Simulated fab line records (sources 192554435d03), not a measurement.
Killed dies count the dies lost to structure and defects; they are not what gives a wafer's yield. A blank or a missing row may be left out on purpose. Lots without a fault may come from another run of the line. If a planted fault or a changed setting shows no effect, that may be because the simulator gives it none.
fab line records + flow n5-finfet + part 1 of 2: steps 1 to 8 of 9
record
- lots=7
- wafers=21
- last-day=17
route steps=1938 shown BEOL_M9@1436 BEOL_M15@1830 PASSIVATION@1936
lots with no fault: from the same line, run without faults
start-h: hours from the record's opening day to when the first of the lot's shown wafers began + wait-h: time in hours since the lot's previous step + " unchanged from the row above + L1.1+2: a row that stands for several wafers + - either no value or no given start + * or withheld: withheld + < > ~ a bound
route shown NAME@n: a module of which the file shows steps, and the number in the route of the first + usual: average and standard deviation across the fault-free wafers + same: alike in all rows + chamber/n: place in a boat + sites: per-site readings + _std_site: standard deviation of those values + _edge_site: inner sites' mean taken away from outer sites' mean + radius-mm: for every site, how far away it sits from the centre of the wafer + mask NAME#n: copy n + behind: the last tool/chamber to shape the wafer + hold: the reason the lot was held/the length of the hold in hours/how it ended + device: the n, p or np transistor that did not switch + end of line: the same wafers' tests at the end of the route + a step with no rows: only its recipe + killed: dies that structure and defects cost at the first sort, which is not the same as the wafer's yield + map: a wafer's dies, x killed, . not, _ none there
set.NAME: the setting the step ran with; set.NAME@STEP: the setting that earlier step ran with + model.NAME: the simulator's own value behind a step, which no gauge read
route steps across a sampled set of lots; one table per step, one row per wafer
services: a tool's chamber out of use, with start hour (start-h, from the record's first day; less than 0 if before it), hours out, and reason
## steps
# step N5_BEOL_M9_INSPECT_30
# recipe
- mode=adi
- inspect-instrument=brightfield
# usual
- raw-defect-count=423/100
| lot.wafer | tool              | chamber | start-h | wait-h | raw-defect-count |
|-----------|-------------------|---------|---------|--------|------------------|
| L560.1    | defect-inspect-01 | -       | 242.52  | 0.1    | 265              |
| L560.3    | "                 | -       | "       | "      | 352              |
| L560.4    | "                 | -       | "       | "      | 285              |
| L563.1    | defect-inspect-02 | -       | 258.00  | 0.1    | 489              |
| L563.2    | "                 | -       | "       | "      | 625              |
| L563.6    | "                 | -       | "       | "      | 449              |
| L569.1    | defect-inspect-01 | -       | 304.36  | 0.1    | 412              |
| L569.4    | "                 | -       | "       | "      | 534              |
| L569.6    | "                 | -       | "       | "      | 394              |
| L572.1    | defect-inspect-01 | -       | 322.85  | 0.1    | 280              |
| L572.3    | "                 | -       | "       | "      | 338              |
| L572.6    | "                 | -       | "       | "      | 389              |
| L574.1    | defect-inspect-01 | -       | 328.52  | 0.1    | 274              |
| L574.2    | "                 | -       | "       | "      | 296              |
| L574.3    | "                 | -       | "       | "      | 382              |
| L575.2    | defect-inspect-02 | -       | 331.97  | 0.0    | 546              |
| L575.3    | "                 | -       | "       | "      | 355              |
| L575.6    | "                 | -       | "       | "      | 318              |
| L576.1    | defect-inspect-02 | -       | 348.06  | 0.1    | 599              |
| L576.3    | "                 | -       | "       | "      | 375              |
| L576.5    | "                 | -       | "       | "      | 464              |
# step N5_BEOL_M9_DESCUM_33
# recipe
- chemistry=O2
- time-s=7
- source-power-w=50
- bias-power-w=20
- pressure-mtorr=20
- rf-frequency-hz=2.712e+07
- temp-c=40
- resist=CAR-EUV
- o2-flow-sccm=225
# usual
- drypump-motor-current-A=5.5/0.52
- oes-product-au=0.79/0.081
- rf-vpp-V=243.3/1.3
- showerhead-plenum-p-Torr=2.10/0.064
- throttle-valve-pct=20.41/0.25
| lot.wafer | tool        | chamber | start-h | wait-h | drypump-motor-current-A | oes-product-au | rf-hours-counter-h | rf-vpp-V | showerhead-plenum-p-Torr | throttle-valve-pct |
|-----------|-------------|---------|---------|--------|-------------------------|----------------|--------------------|----------|--------------------------|--------------------|
| L560.1    | rie-diel-03 | 0       | 242.56  | 0.0    | 5.3                     | 0.70           | 212                | 245.2    | 2.16                     | 20.47              |
| L560.3    | "           | 3       | "       | "      | 5.1                     | 0.83           | 104                | 244.3    | 2.10                     | 20.30              |
| L560.4    | "           | 2       | "       | "      | 4.8                     | 0.90           | 16                 | 241.7    | 2.05                     | 19.92              |
| L563.1    | rie-diel-03 | 3       | 258.04  | 0.0    | 5.1                     | 0.82           | 110                | 243.8    | 2.10                     | 20.29              |
| L563.2    | "           | 2       | "       | "      | 4.8                     | 0.90           | 21                 | 241.4    | 2.05                     | 19.92              |
| L563.6    | "           | 0       | "       | "      | 5.4                     | 0.69           | -                  | 243.5    | 2.16                     | 20.47              |
| L569.1    | rie-diel-05 | 3       | 304.40  | 0.0    | 5.4                     | 0.71           | 209                | 243.7    | 2.17                     | 20.46              |
| L569.4    | "           | 0       | "       | "      | 5.3                     | 0.72           | 199                | 243.0    | 2.07                     | 20.20              |
| L569.6    | "           | 1       | "       | "      | 5.6                     | 0.87           | -                  | 245.6    | 2.22                     | 20.47              |
| L572.1    | rie-diel-03 | 3       | 322.91  | 0.1    | 5.1                     | 0.79           | 129                | 242.2    | 2.10                     | 20.33              |
| L572.3    | "           | 2       | "       | "      | 4.8                     | 0.87           | 40                 | 242.2    | 2.04                     | 19.95              |
| L572.6    | "           | 1       | "       | "      | 5.2                     | 0.68           | -                  | 244.0    | 2.14                     | 20.46              |
| L574.1    | rie-diel-06 | 0       | 328.67  | 0.1    | 5.5                     | 0.74           | 197                | 241.2    | 1.99                     | 20.72              |
| L574.2    | "           | 1       | "       | "      | 5.3                     | 0.82           | 107                | 242.9    | 2.11                     | 20.54              |
| L574.3    | "           | 2       | "       | "      | 5.7                     | 0.71           | 187                | 242.8    | 1.99                     | 20.88              |
| L575.2    | rie-diel-03 | 1       | 332.15  | 0.2    | 5.2                     | 0.68           | 247                | 242.9    | 2.14                     | 20.45              |
| L575.3    | "           | 2       | "       | "      | 4.8                     | 0.86           | 43                 | 242.1    | 2.04                     | 19.95              |
| L575.6    | "           | 3       | "       | "      | 5.1                     | 0.80           | -                  | 243.3    | 2.09                     | 20.33              |
| L576.1    | rie-diel-05 | 1       | 348.25  | 0.2    | 5.6                     | 0.85           | 47                 | 245.0    | 2.21                     | 20.49              |
| L576.3    | "           | 3       | "       | "      | 5.4                     | 0.70           | 223                | 246.1    | 2.16                     | 20.48              |
| L576.5    | "           | 2       | "       | "      | 6.0                     | 0.89           | -                  | 242.2    | 2.04                     | 20.43              |
# step N5_BEOL_M9_TRENCH_ETCH_37
# recipe
- chemistry=C4F6/O2
- target-depth-a=1514.3
- target=SiCOH_lowk
- time-s=49
- ion-energy-ev=250
- pressure-mtorr=30
- source-w=345
- bias-w=185
- Ar_flow_sccm=300
- C4F6_flow_sccm=10
- O2_flow_sccm=10
# usual
- bias-w=184.9/0.52
- drypump-motor-current-A=5.5/0.52
- oes-product-au=0.79/0.082
- rf-vpp-V=666/7.9
- run-length-s=72.4/0.36
- showerhead-plenum-p-Torr=2.86/0.083
- throttle-valve-pct=20.95/0.22
| lot.wafer | tool        | chamber | start-h | wait-h | bias-w | drypump-motor-current-A | oes-product-au | rf-hours-counter-h | rf-vpp-V | run-length-s | showerhead-plenum-p-Torr | throttle-valve-pct |
|-----------|-------------|---------|---------|--------|--------|-------------------------|----------------|--------------------|----------|--------------|--------------------------|--------------------|
| L560.1    | rie-diel-03 | 0       | 242.84  | -      | 185.7  | 5.3                     | 0.69           | 212                | 678      | 71.9         | 2.92                     | 20.91              |
| L560.3    | "           | 3       | "       | "      | 185.3  | 5.1                     | 0.82           | 104                | 655      | 89.3         | 2.87                     | 20.85              |
| L560.4    | "           | 2       | "       | "      | 185.1  | 4.8                     | 0.92           | 16                 | 665      | 88.5         | 2.80                     | 20.46              |
| L563.1    | rie-diel-03 | 3       | 258.32  | -      | 184.3  | 5.1                     | 0.82           | 110                | 655      | 72.8         | 2.87                     | 20.85              |
| L563.2    | "           | 2       | "       | "      | 184.7  | 4.8                     | 0.90           | 21                 | 664      | 72.7         | 2.80                     | 20.48              |
| L563.6    | "           | 0       | "       | "      | 185.2  | 5.3                     | 0.68           | -                  | 677      | 88.4         | 2.92                     | 20.91              |
| L569.1    | rie-diel-05 | 3       | 304.68  | -      | 184.9  | 5.4                     | 0.71           | 210                | 663      | 72.5         | 2.94                     | 20.96              |
| L569.4    | "           | 0       | "       | "      | 184.7  | 5.3                     | 0.73           | 199                | 655      | 72.1         | 2.84                     | 20.81              |
| L569.6    | "           | 1       | "       | "      | 184.6  | 5.6                     | 0.88           | -                  | 675      | 72.5         | 3.01                     | 21.01              |
| L572.1    | rie-diel-03 | 3       | 323.19  | -      | 184.2  | 5.1                     | 0.80           | 129                | 656      | 73.0         | 2.86                     | 20.86              |
| L572.3    | "           | 2       | "       | "      | 185.0  | 4.8                     | 0.88           | 40                 | 664      | 72.5         | 2.79                     | 20.49              |
| L572.6    | "           | 1       | "       | "      | 185.4  | 5.2                     | 0.67           | -                  | 661      | 72.3         | 2.93                     | 21.04              |
| L574.1    | rie-diel-06 | 0       | 328.95  | -      | 184.2  | 5.5                     | 0.72           | 197                | 654      | 72.3         | 2.72                     | 21.25              |
| L574.2    | "           | 1       | "       | "      | 184.5  | 5.3                     | 0.80           | 107                | 673      | 72.6         | 2.87                     | 21.07              |
| L574.3    | "           | 2       | "       | "      | 185.3  | 5.7                     | 0.70           | 187                | 669      | 72.5         | 2.72                     | 21.38              |
| L575.2    | rie-diel-03 | 1       | 332.43  | -      | 183.3  | 5.2                     | 0.67           | 247                | 660      | 72.8         | 2.92                     | 21.05              |
| L575.3    | "           | 2       | "       | "      | 183.8  | 4.8                     | 0.86           | 43                 | 664      | 72.1         | 2.79                     | 20.50              |
| L575.6    | "           | 3       | "       | "      | 185.2  | 5.1                     | 0.80           | -                  | 655      | 73.0         | 2.86                     | 20.89              |
| L576.1    | rie-diel-05 | 1       | 348.53  | -      | 185.6  | 5.6                     | 0.85           | 47                 | 675      | 72.3         | 3.01                     | 21.04              |
| L576.3    | "           | 3       | "       | "      | 185.5  | 5.4                     | 0.70           | 223                | 664      | 72.4         | 2.94                     | 20.98              |
| L576.5    | "           | 2       | "       | "      | 186.1  | 6.0                     | 0.89           | -                  | 661      | 72.2         | 2.79                     | 20.97              |
# step N5_BEOL_M9_OCD_MEAS_38
# usual
- trench-depth-nm=150.5/2.7
| lot.wafer | tool   | chamber | start-h | wait-h | trench-depth-nm |
|-----------|--------|---------|---------|--------|-----------------|
| L560.1    | ocd-02 | -       | 243.01  | -      | 150.6           |
| L560.3    | "      | -       | "       | "      | 201.9           |
| L560.4    | "      | -       | "       | "      | 203.3           |
| L563.1    | ocd-02 | -       | 258.49  | -      | 150.5           |
| L563.2    | "      | -       | "       | "      | 150.0           |
| L563.6    | "      | -       | "       | "      | 197.7           |
| L569.1    | ocd-02 | -       | 304.85  | -      | 149.9           |
| L569.4    | "      | -       | "       | "      | 150.0           |
| L569.6    | "      | -       | "       | "      | 154.2           |
| L572.1    | ocd-01 | -       | 323.36  | -      | 150.5           |
| L572.3    | "      | -       | "       | "      | 151.2           |
| L572.6    | "      | -       | "       | "      | 144.9           |
| L574.1    | ocd-02 | -       | 329.12  | -      | 148.1           |
| L574.2    | "      | -       | "       | "      | 149.9           |
| L574.3    | "      | -       | "       | "      | 147.8           |
| L575.2    | ocd-02 | -       | 332.62  | -      | 145.4           |
| L575.3    | "      | -       | "       | "      | 150.8           |
| L575.6    | "      | -       | "       | "      | 150.3           |
| L576.1    | ocd-02 | -       | 348.71  | -      | 154.3           |
| L576.3    | "      | -       | "       | "      | 149.1           |
| L576.5    | "      | -       | "       | "      | 152.1           |
# step N5_BEOL_M9_PRE_CLEAN_45
# recipe
- gas=H2/He
- time-s=30
- temp-c=250
# usual
- heater-power-w=313/17
| lot.wafer | tool           | chamber | start-h | wait-h | heater-power-w |
|-----------|----------------|---------|---------|--------|----------------|
| L560.1    | pvd-sputter-01 | -       | 244.01  | 0.0    | 324            |
| L560.3    | "              | -       | "       | "      | 316            |
| L560.4    | "              | -       | "       | "      | 311            |
| L563.1    | pvd-sputter-03 | -       | 259.13  | 0.0    | 308            |
| L563.2    | "              | -       | "       | "      | 312            |
| L563.6    | "              | -       | "       | "      | 308            |
| L569.1    | pvd-sputter-03 | -       | 305.62  | 0.0    | 309            |
| L569.4    | "              | -       | "       | "      | 341            |
| L569.6    | "              | -       | "       | "      | 298            |
| L572.1    | pvd-sputter-01 | -       | 323.92  | 0.0    | 328            |
| L572.3    | "              | -       | "       | "      | 303            |
| L572.6    | "              | -       | "       | "      | 311            |
| L574.1    | pvd-sputter-02 | -       | 330.15  | 0.0    | 317            |
| L574.2    | "              | -       | "       | "      | 338            |
| L574.3    | "              | -       | "       | "      | 297            |
| L575.2    | pvd-sputter-01 | -       | 335.39  | 0.0    | 323            |
| L575.3    | "              | -       | "       | "      | 310            |
| L575.6    | "              | -       | "       | "      | 321            |
| L576.1    | pvd-sputter-03 | -       | 349.73  | 0.0    | 309            |
| L576.3    | "              | -       | "       | "      | 306            |
| L576.5    | "              | -       | "       | "      | 314            |
# step N5_BEOL_M9_THK_MEAS_53
# recipe
- thk-meas-gauge=xrf
- reads=Cu_of_BEOL_M9_ECD_50
# usual
- M9_THK=136.2/3
| lot.wafer | tool          | chamber | start-h | wait-h | M9_THK[nm] |
|-----------|---------------|---------|---------|--------|------------|
| L560.1    | film-metro-02 | -       | 245.87  | -      | 135.2      |
| L560.3    | "             | -       | "       | "      | 185.5      |
| L560.4    | "             | -       | "       | "      | 188.9      |
| L563.1    | film-metro-02 | -       | 260.93  | -      | 136.2      |
| L563.2    | "             | -       | "       | "      | 136.2      |
| L563.6    | "             | -       | "       | "      | 182.2      |
| L569.1    | film-metro-02 | -       | 307.15  | -      | 135.5      |
| L569.4    | "             | -       | "       | "      | 135.0      |
| L569.6    | "             | -       | "       | "      | 140.2      |
| L572.1    | film-metro-01 | -       | 327.05  | -      | 136.0      |
| L572.3    | "             | -       | "       | "      | 136.7      |
| L572.6    | "             | -       | "       | "      | 129.8      |
| L574.1    | film-metro-01 | -       | 331.64  | -      | 134.8      |
| L574.2    | "             | -       | "       | "      | 136.6      |
| L574.3    | "             | -       | "       | "      | 134.2      |
| L575.2    | film-metro-01 | -       | 336.75  | -      | 130.7      |
| L575.3    | "             | -       | "       | "      | 136.2      |
| L575.6    | "             | -       | "       | "      | 135.5      |
| L576.1    | film-metro-02 | -       | 353.31  | -      | 144.7      |
| L576.3    | "             | -       | "       | "      | 138.1      |
| L576.5    | "             | -       | "       | "      | 140.6      |
# step N5_BEOL_M9_RS_MEAS_57
# recipe
- thk-meas-gauge=four-point-probe
- reads=Cu_of_BEOL_M9_ECD_50+Co_of_BEOL_M9_CVD_78+TaN_of_BEOL_M9_ALD_74
# usual
- M9_RS=0.153/0.0034
| lot.wafer | tool          | chamber | start-h | wait-h | M9_RS[ohm/sq] |
|-----------|---------------|---------|---------|--------|---------------|
| L560.1    | film-metro-02 | -       | 246.01  | 0.1    | 0.153         |
| L560.3    | "             | -       | "       | "      | 0.109         |
| L560.4    | "             | -       | "       | "      | 0.108         |
| L563.1    | film-metro-01 | -       | 261.06  | 0.1    | 0.152         |
| L563.2    | "             | -       | "       | "      | 0.152         |
| L563.6    | "             | -       | "       | "      | 0.110         |
| L569.1    | film-metro-01 | -       | 307.28  | 0.1    | 0.153         |
| L569.4    | "             | -       | "       | "      | 0.154         |
| L569.6    | "             | -       | "       | "      | 0.148         |
| L572.1    | film-metro-01 | -       | 327.19  | 0.1    | 0.152         |
| L572.3    | "             | -       | "       | "      | 0.151         |
| L572.6    | "             | -       | "       | "      | 0.159         |
| L574.1    | film-metro-02 | -       | 331.79  | 0.1    | 0.153         |
| L574.2    | "             | -       | "       | "      | 0.151         |
| L574.3    | "             | -       | "       | "      | 0.154         |
| L575.2    | film-metro-02 | -       | 336.89  | 0.1    | 0.161         |
| L575.3    | "             | -       | "       | "      | 0.154         |
| L575.6    | "             | -       | "       | "      | 0.154         |
| L576.1    | film-metro-02 | -       | 353.48  | 0.1    | 0.145         |
| L576.3    | "             | -       | "       | "      | 0.152         |
| L576.5    | "             | -       | "       | "      | 0.150         |
# step N5_BEOL_M15_RC_MEAS_101
# usual
- COMB_M10=1.44e-11/3e-12
- COMB_M11=1.45e-11/2.7e-12
- COMB_M12=6.7e-12/1.5e-12
- COMB_M13=5.3e-12/1.4e-12
- COMB_M13_max_site=7.4e-12/2e-12
- COMB_M14=4e-12/1e-12
- COMB_M15=3.1e-12/8.8e-13
- COMB_M5=3.6e-11/7.4e-12
- COMB_M6=2.5e-11/5.4e-12
- COMB_M7=2.5e-11/5e-12
- COMB_M8=2.6e-11/5.2e-12
- SERP_M10=3.06/0.076
- SERP_M11=3.09/0.081
- SERP_M12=0.636/0.013
- SERP_M13=0.310/0.0053
- SERP_M14=0.160/0.0031
- SERP_M5=38.9/1.5
- SERP_M6=13.8/0.49
- SERP_M7=14.1/0.53
- SERP_M8=13.6/0.4
- SERP_M8_max_site=14.2/0.5
- SERP_M9=3.10/0.076
- SERP_M9_max_site=3.19/0.083
| lot.wafer | tool      | chamber | start-h | wait-h | COMB_M10[S/m] | COMB_M11[S/m] | COMB_M12[S/m] | COMB_M13[S/m] | COMB_M13_max_site[S/m] | COMB_M14[S/m] | COMB_M15[S/m] | COMB_M5[S/m] | COMB_M6[S/m] | COMB_M7[S/m] | COMB_M8[S/m] | SERP_M10[ohm/um] | SERP_M11[ohm/um] | SERP_M12[ohm/um] | SERP_M13[ohm/um] | SERP_M14[ohm/um] | SERP_M5[ohm/um] | SERP_M6[ohm/um] | SERP_M7[ohm/um] | SERP_M8[ohm/um] | SERP_M8_max_site[ohm/um] | SERP_M9[ohm/um] | SERP_M9_max_site[ohm/um] |
|-----------|-----------|---------|---------|--------|---------------|---------------|---------------|---------------|------------------------|---------------|---------------|--------------|--------------|--------------|--------------|------------------|------------------|------------------|------------------|------------------|-----------------|-----------------|-----------------|-----------------|--------------------------|-----------------|--------------------------|
| L560.1    | prober-01 | 0       | 289.59  | 0.0    | 1.32e-11      | 1.84e-11      | 5.3e-12       | 3.8e-12       | 5.9e-12                | 3.5e-12       | 2.8e-12       | 4.7e-11      | 3.6e-11      | 2.3e-11      | 1.8e-11      | 3.09             | 3.09             | 0.625            | 0.313            | 0.156            | 39.4            | 13.6            | 13.8            | 13.9            | 14.1                     | 3.08            | 3.20                     |
| L560.3    | "         | 0       | "       | "      | 1.29e-11      | 1.22e-11      | 5.9e-12       | 4.6e-12       | 6.9e-12                | 3.1e-12       | 4e-12         | 4.6e-11      | 2e-11        | 2.6e-11      | 2.6e-11      | 3.12             | 2.97             | 0.609            | 0.303            | 0.158            | 40.8            | 13.1            | 13.9            | 13.8            | 14.2                     | 2.21            | 2.26                     |
| L560.4    | "         | 0       | "       | "      | 1.39e-11      | 1.15e-11      | 7.7e-12       | 6.7e-12       | 1.04e-11               | 3.5e-12       | 3e-12         | 4.1e-11      | 2.5e-11      | 2.1e-11      | 2.5e-11      | 3.10             | 2.98             | 0.603            | 0.311            | 0.157            | 40.9            | 13.5            | 14.4            | 14.0            | 14.6                     | 2.15            | 2.23                     |
| L563.1    | prober-01 | 0       | 304.17  | 0.0    | 1.33e-11      | 1.73e-11      | 7.4e-12       | 6.1e-12       | 7.4e-12                | 3.7e-12       | 4.2e-12       | 3.6e-11      | 2.1e-11      | 3.2e-11      | 2.4e-11      | 2.97             | 3.20             | 0.655            | 0.313            | 0.165            | 38.8            | 13.3            | 13.7            | 13.6            | 14.4                     | 3.03            | 3.20                     |
| L563.2    | "         | 0       | "       | "      | 1.43e-11      | 1.4e-11       | 7.6e-12       | 4.9e-12       | 6.9e-12                | 3.9e-12       | 3.8e-12       | 3.5e-11      | 2.5e-11      | 2.8e-11      | 2.3e-11      | 2.99             | 3.19             | 0.640            | 0.301            | 0.161            | 39.7            | 13.3            | 13.1            | 14.6            | 15.0                     | 3.11            | 3.25                     |
| L563.6    | "         | 0       | "       | "      | 1.68e-11      | 1.66e-11      | 7.2e-12       | 5.4e-12       | 7.2e-12                | 3.6e-12       | 4.1e-12       | 2.8e-11      | 2.4e-11      | 2.3e-11      | 2.7e-11      | 2.99             | 3.11             | 0.640            | 0.309            | 0.166            | 39.3            | 13.7            | 14.0            | 13.8            | 15.2                     | 2.24            | 2.31                     |
| L569.1    | prober-02 | 0       | 351.59  | 0.0    | 1.74e-11      | 1.68e-11      | 6e-12         | 5.5e-12       | 7e-12                  | 3.4e-12       | 2.5e-12       | 2.6e-11      | 1.8e-11      | 1.9e-11      | 3.3e-11      | 3.00             | 3.11             | 0.617            | 0.313            | 0.158            | 40.6            | 13.3            | 14.2            | 13.6            | 14.2                     | 3.14            | 3.19                     |
| L569.4    | "         | 0       | "       | "      | 1.43e-11      | 1.75e-11      | 5.9e-12       | 5e-12         | 6e-12                  | 3.2e-12       | 2.5e-12       | 3.5e-11      | 2.4e-11      | 2.3e-11      | 2.3e-11      | 3.05             | 3.08             | 0.643            | 0.311            | 0.163            | 40.9            | 14.1            | 13.7            | 13.3            | 13.5                     | 3.17            | 3.24                     |
| L569.6    | "         | 0       | "       | "      | 1.04e-11      | 1.39e-11      | 4.1e-12       | 4.4e-12       | 7.2e-12                | 3.2e-12       | 2.9e-12       | 2.7e-11      | 1.7e-11      | 1.5e-11      | 2.3e-11      | 3.07             | 2.95             | 0.644            | 0.308            | 0.157            | 39.8            | 13.8            | 13.5            | 13.1            | 13.5                     | 3.04            | 3.09                     |
| L572.1    | prober-01 | 0       | 367.45  | 0.0    | 9.4e-12       | 1.75e-11      | 8e-12         | 6.3e-12       | 9.8e-12                | 4.1e-12       | 2.7e-12       | 2.9e-11      | 2.4e-11      | 3.5e-11      | 3e-11        | 3.05             | 3.10             | 0.628            | 0.301            | 0.165            | 41.1            | 14.3            | 14.2            | 14.1            | 14.4                     | 3.12            | 3.19                     |
| L572.3    | "         | 0       | "       | "      | 1.17e-11      | 1.83e-11      | 8.1e-12       | 4.7e-12       | 6.7e-12                | 4.6e-12       | 3.2e-12       | 2.8e-11      | 3.1e-11      | 2.4e-11      | 3.1e-11      | 2.95             | 3.01             | 0.647            | 0.304            | 0.163            | 39.9            | 13.5            | 13.9            | 13.7            | 14.6                     | 3.03            | 3.25                     |
| L572.6    | "         | 0       | "       | "      | 1.22e-11      | 1.2e-11       | 7.3e-12       | 7e-12         | 1.12e-11               | 4.7e-12       | 3e-12         | 3.2e-11      | 2.1e-11      | 2.4e-11      | 2.5e-11      | 2.95             | 2.96             | 0.643            | 0.313            | 0.165            | 40.4            | 14.0            | 13.9            | 14.6            | 15.0                     | 3.23            | 3.26                     |
| L574.1    | prober-02 | 0       | 382.57  | 0.0    | 1.14e-11      | 9.6e-12       | 3.5e-12       | 4e-12         | 6e-12                  | 3.3e-12       | 1.8e-12       | 2.9e-11      | 2.8e-11      | 2.2e-11      | 2.8e-11      | 3.06             | 3.13             | 0.629            | 0.311            | 0.163            | 39.1            | 13.4            | 14.1            | 13.8            | 14.8                     | 3.11            | 3.20                     |
| L574.2    | "         | 0       | "       | "      | 1.41e-11      | 1.73e-11      | 3.6e-12       | 3.7e-12       | 6.4e-12                | 4.8e-12       | 2.1e-12       | 3.6e-11      | 2.9e-11      | 1.5e-11      | 2.6e-11      | 2.95             | 3.03             | 0.623            | 0.309            | 0.161            | 40.0            | 13.4            | 14.0            | 13.0            | 13.3                     | 3.10            | 3.13                     |
| L574.3    | "         | 0       | "       | "      | 1.36e-11      | 1.45e-11      | 4.4e-12       | 3.9e-12       | 4.8e-12                | 2.4e-12       | 2.3e-12       | 4.2e-11      | 2.6e-11      | 2.2e-11      | 2e-11        | 3.03             | 3.09             | 0.627            | 0.310            | 0.165            | 40.1            | 13.7            | 13.8            | 13.5            | 14.0                     | 3.14            | 3.18                     |
| L575.2    | prober-01 | 0       | 388.16  | 0.2    | 1.42e-11      | 1.38e-11      | 8.1e-12       | 5.9e-12       | 8.1e-12                | 5.5e-12       | 3.2e-12       | 2.7e-11      | 2.7e-11      | 2.4e-11      | 2.9e-11      | 2.96             | 3.13             | 0.651            | 0.306            | 0.159            | 37.8            | 13.9            | 13.5            | 13.3            | 14.0                     | 3.26            | 3.40                     |
| L575.3    | "         | 0       | "       | "      | 1.66e-11      | 1.12e-11      | 7.9e-12       | 6.5e-12       | 8.9e-12                | 4.3e-12       | 3.1e-12       | 3.2e-11      | 3.1e-11      | 2.3e-11      | 2.2e-11      | 3.09             | 3.14             | 0.638            | 0.301            | 0.159            | 38.4            | 13.2            | 13.8            | 13.6            | 14.4                     | 3.07            | 3.12                     |
| L575.6    | "         | 0       | "       | "      | 1.82e-11      | 1.35e-11      | 7.9e-12       | 8.2e-12       | 1.33e-11               | 5.6e-12       | 4.1e-12       | 3.5e-11      | 3e-11        | 3e-11        | 2.7e-11      | 3.10             | 3.16             | 0.666            | 0.314            | 0.164            | 38.4            | 13.5            | 13.7            | 13.7            | 14.3                     | 3.12            | 3.18                     |
| L576.1    | prober-02 | 0       | 400.18  | 0.0    | 1.33e-11      | 1.29e-11      | 8.1e-12       | 4.4e-12       | 5.8e-12                | 2.7e-12       | 2.7e-12       | 3.3e-11      | 2.1e-11      | 3.1e-11      | 1.4e-11      | 3.12             | 2.98             | 0.649            | 0.311            | 0.160            | 38.9            | 13.9            | 14.9            | 13.5            | 13.8                     | 2.95            | 3.04                     |
| L576.3    | "         | 0       | "       | "      | 1.63e-11      | 1.14e-11      | 6.3e-12       | 4.5e-12       | 7.2e-12                | 2.2e-12       | 1.9e-12       | 4.5e-11      | 2.1e-11      | 2.3e-11      | 1.8e-11      | 3.15             | 3.03             | 0.648            | 0.307            | 0.159            | 40.1            | 14.1            | 14.5            | 13.8            | 14.7                     | 3.16            | 3.20                     |
| L576.5    | "         | 0       | "       | "      | 1.62e-11      | 1.19e-11      | 7e-12         | 4.1e-12       | 7.2e-12                | 2.1e-12       | 1.8e-12       | 3.4e-11      | 2.9e-11      | 2.4e-11      | 1.8e-11      | 3.14             | 3.11             | 0.631            | 0.311            | 0.159            | 40.4            | 14.3            | 14.2            | 13.7            | 14.4                     | 3.04            | 3.18                     |
# sites SERP_M9 radius-mm=0,75,75,75,75,140,140,140,140
L560.1 3.03 3.08 3.08 3.07 3.10 3.12 3.20 3.08 3.16
L563.1 2.93 2.98 3.03 2.98 2.97 3.09 3.20 3.16 3.20
L569.1 3.13 3.15 3.19 3.12 3.12 3.18 3.14 3.14 3.11
L572.1 3.10 3.09 3.12 3.12 3.10 3.14 3.19 3.18 3.08
L574.1 3.04 3.06 3.01 3.11 3.03 3.16 3.15 3.20 3.11
L575.2 3.37 3.30 3.40 3.33 3.26 3.10 3.13 3.09 3.09
L576.1 3.00 3.03 3.04 3.01 2.95 2.87 2.80 2.83 2.87
## key
first-sign
- step=N5_BEOL_M9_TRENCH_ETCH_37
- reading=run-length-s
- direction=up
- sigmas=45
- usual=*
- struck=*
effect
- step=N5_BEOL_M9_OCD_MEAS_38
- reading=trench-depth-nm
- direction=up
- sigmas=19
- usual=150.5
- struck=201.0
effect
- step=N5_BEOL_M9_THK_MEAS_53
- reading=M9_THK
- direction=up
- sigmas=16
- usual=136.2
- struck=185.6
effect
- step=N5_BEOL_M9_RS_MEAS_57
- reading=M9_RS
- direction=down
- sigmas=13
- usual=0.153
- struck=0.109
effect
- step=N5_BEOL_M15_RC_MEAS_101
- reading=SERP_M9
- direction=down
- sigmas=12
- usual=3.10
- struck=2.20
met-at N5_BEOL_M9_TRENCH_ETCH_37
struck-lots L560,L563
struck-wafers L560.3,L560.4,L563.6
not-acting-at N5_BEOL_M9_INSPECT_30,N5_BEOL_M9_DESCUM_33,N5_BEOL_M9_PRE_CLEAN_45
fault
- kind=process-parameter-drift
- tool=rie-diel-03
- chamber=-
- onset-h=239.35
- steps=N5_BEOL_M9_TRENCH_ETCH_37
- channel=time-s
- offset=*
- shape=step
- end-h=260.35
- scope=struck-wafers-only
- acts-in=*
- stated=*
